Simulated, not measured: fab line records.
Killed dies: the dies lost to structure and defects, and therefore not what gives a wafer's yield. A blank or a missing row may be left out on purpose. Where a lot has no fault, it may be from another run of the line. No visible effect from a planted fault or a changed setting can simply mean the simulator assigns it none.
Matching of chambers || flow n5-finfet || cvd-co-01 running N5_BEOL_M0_CO_CAP_123: 3 sister chambers
The step material Co, precursor CCTBA/H2, target thk 2 nm, time 102.1 s. 3 wafers are shown with their chamber, then 12 later ones without.

WAFERS, EACH WITH ITS CHAMBER
{"wafer": "L087.4", "chamber": 0, "heater-power-w (W)": 276}
{"wafer": "L087.5", "chamber": 1, "heater-power-w (W)": 220}
{"wafer": "L087.6", "chamber": 2, "heater-power-w (W)": 182}

WAFERS WITHOUT THEIR CHAMBER
{"wafer": "L092.2", "heater-power-w (W)": 228}
{"wafer": "L092.3", "heater-power-w (W)": 186}
{"wafer": "L092.5", "heater-power-w (W)": 277}
{"wafer": "L094.2", "heater-power-w (W)": 281}
{"wafer": "L094.4", "heater-power-w (W)": 228}
{"wafer": "L094.5", "heater-power-w (W)": 186}
{"wafer": "L095.1", "heater-power-w (W)": 185}
{"wafer": "L095.2", "heater-power-w (W)": 225}
{"wafer": "L095.3", "heater-power-w (W)": 274}
{"wafer": "L097.1", "heater-power-w (W)": 227}
{"wafer": "L097.3", "heater-power-w (W)": 188}
{"wafer": "L097.4", "heater-power-w (W)": 184}

WHICH CHAMBER EACH WENT THROUGH
{"wafer": "L092.2", "from the rows above": 1, "in truth": 1}
{"wafer": "L092.3", "from the rows above": 2, "in truth": 2}
{"wafer": "L092.5", "from the rows above": 0, "in truth": 0}
{"wafer": "L094.2", "from the rows above": 0, "in truth": 0}
{"wafer": "L094.4", "from the rows above": 1, "in truth": 1}
{"wafer": "L094.5", "from the rows above": 2, "in truth": 2}
{"wafer": "L095.1", "from the rows above": 2, "in truth": 2}
{"wafer": "L095.2", "from the rows above": 1, "in truth": 1}
{"wafer": "L095.3", "from the rows above": 0, "in truth": 0}
{"wafer": "L097.1", "from the rows above": 1, "in truth": 1}
{"wafer": "L097.3", "from the rows above": 2, "in truth": 2}
{"wafer": "L097.4", "from the rows above": 2, "in truth": 2}
Correct placement for 12 of the 12. Can't be placed from these rows: 0. Wrongly placed: 0.
How it was worked out, from the rows above alone: a wafer's distance from a chamber is the root of the sum, over the readings, of the square of ((its reading less the chamber's mean) divided by the reading's scatter). The wafer belongs to the nearest chamber; if the next one is less than 2 further off, it can't be placed. Each chamber's mean is taken over the wafers shown for it. The scatter (one wafer shown for each chamber): square how far every hidden wafer sits from the nearest shown wafer, average those squares and take the square root.
